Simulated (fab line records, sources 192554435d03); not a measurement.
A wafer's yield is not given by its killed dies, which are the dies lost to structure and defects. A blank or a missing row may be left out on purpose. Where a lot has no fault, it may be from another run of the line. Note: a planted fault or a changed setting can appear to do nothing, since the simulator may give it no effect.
Lot-split experiment    flow n5Finfet    on a route of 1938 steps: 7 lots, 39 wafers read

THE SPLIT
At N5_SD_EPI_N_LINER_46 (material SiNx, target thk 3 nm), the setting targetThkA was moved away from the recipe's 30 angstrom on 15 of the 39 wafers read, by -15.2% to +10.8%. All remaining wafers had this setting at the recipe value.

The reading is taken at the split's own step.

THE READING
SiNx_of_SD_EPI_N_LINER_46.thkNm (the simulator's own value, which no gauge read), in nm, at N5_SD_EPI_N_LINER_46 (material SiNx, target thk 3 nm). There is no usual value for it anywhere in the file.

wafer   tool, chamber at the split  targetThkA as run, angstrom  against the recipe  SiNx_of_SD_EPI_N_LINER_46.thkNm, nm  against lot-mates on the recipe
L077.1  aldSin-02, 2,1,2            30                           recipe              3                                    -
L077.3  aldSin-02, 2,1,2            30                           recipe              3                                    -
L077.6  aldSin-02, 2,1,2            30                           recipe              3                                    -
L077.2  aldSin-02, 0,3,1            26.42                        -11.9%              2.6                                  -0.4
L077.4  aldSin-02, 0,3,1            26.42                        -11.9%              2.6                                  -0.4
L077.5  aldSin-02, 0,3,1            26.42                        -11.9%              2.6                                  -0.4
L078.1  aldSin-04, 0,1,2            30                           recipe              3                                    -
L078.2  aldSin-04, 0,1,2            30                           recipe              3                                    -
L078.3  aldSin-04, 0,1,2            30                           recipe              3                                    -
L078.4  aldSin-04, 3,0,3            32.87                        +9.6%               3.4                                  +0.4
L078.5  aldSin-04, 3,0,3            32.87                        +9.6%               3.4                                  +0.4
L078.6  aldSin-04, 3,0,3            32.87                        +9.6%               3.4                                  +0.4
L083.1  aldSin-04, 0,3,0            33.25                        +10.8%              3.4                                  +0.4
L083.4  aldSin-04, 0,3,0            33.25                        +10.8%              3.4                                  +0.4
L083.5  aldSin-04, 0,3,0            33.25                        +10.8%              3.4                                  +0.4
L083.2  aldSin-04, 2,1,3            30                           recipe              3                                    -
L083.3  aldSin-04, 2,1,3            30                           recipe              3                                    -
L083.6  aldSin-04, 2,1,3            30                           recipe              3                                    -
L084.1  aldSin-02, 3,1,3            30                           recipe              3                                    -
L084.2  aldSin-02, 3,1,3            30                           recipe              3                                    -
L084.5  aldSin-02, 3,1,3            30                           recipe              3                                    -
L084.3  aldSin-02, 0,2,2            25.45                        -15.2%              2.6                                  -0.4
L084.4  aldSin-02, 0,2,2            25.45                        -15.2%              2.6                                  -0.4
L084.6  aldSin-02, 0,2,2            25.45                        -15.2%              2.6                                  -0.4
L091.1  aldSin-04, 1,2,0            30                           recipe              3                                    -
L091.4  aldSin-04, 1,2,0            30                           recipe              3                                    -
L091.6  aldSin-04, 1,2,0            30                           recipe              3                                    -
L091.2  aldSin-04, 3,0,3            25.43                        -15.2%              2.6                                  -0.4
L091.3  aldSin-04, 3,0,3            25.43                        -15.2%              2.6                                  -0.4
L091.5  aldSin-04, 3,0,3            25.43                        -15.2%              2.6                                  -0.4
L093.1  aldSin-01, 3,1,2,0,3,0      30                           recipe              3                                    -
L093.2  aldSin-01, 3,1,2,0,3,0      30                           recipe              3                                    -
L093.3  aldSin-01, 3,1,2,0,3,0      30                           recipe              3                                    -
L093.4  aldSin-01, 3,1,2,0,3,0      30                           recipe              3                                    -
L093.5  aldSin-01, 3,1,2,0,3,0      30                           recipe              3                                    -
L093.6  aldSin-01, 3,1,2,0,3,0      30                           recipe              3                                    -
L095.1  aldSin-02, 2,0,3            30                           recipe              3                                    -
L095.3  aldSin-02, 2,0,3            30                           recipe              3                                    -
L095.4  aldSin-02, 2,0,3            30                           recipe              3                                    -
Where a row lists several chambers, the file gives one row for several wafers and doesn't say which wafer went through which chamber.

THE FIT
A straight line over all 39 wafers: SiNx_of_SD_EPI_N_LINER_46.thkNm changes by +0.0315 nm for each +1% of targetThkA; r = +0.99; the points scatter about the line by 0.04 nm.
The same after taking each lot's own level away (the mean of its wafers on the recipe; 39 wafers): +0.0315 nm for each +1%; r = +0.99; scatter 0.04 nm.
On that fit, the largest move of targetThkA shifts the reading by 0.48 nm.
The lots' own levels span 3.00 to 3.00 nm.
The two slopes agree, so the slope changes little with the lot-to-lot level.
Check: for one of the wafers moved furthest among these (-15.2%), held out of the fit, the line's prediction against its lot-mates is -0.463 nm. Against them it came out at -0.4 nm.

THESE WAFERS: OTHER SPLITS
Note: prior to the reading, these wafers also went through further splits. Each is held against what the fit with the lots' levels taken away leaves over:
other split on the same wafers            wafers away from the commonest value  r with SiNx_of_SD_EPI_N_LINER_46.thkNm (lot level and that fit taken away)
N5_FIN_SAQP_HM_DEP_03 timeS               15                                    +0.16
N5_FIN_SAQP_EXPOSE_13 doseMj              18                                    -0.47
N5_FIN_SAQP_MANDREL_ETCH_22 overEtchFrac  15                                    -0.35
N5_DUMMY_GATE_ETCH_31 targetDepthA        12                                    -0.18

THE FILE'S OWN FIT
SiNx_of_SD_EPI_N_LINER_46.thkNm changes by +0.0309 nm for each +1% of targetThkA, r = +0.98.
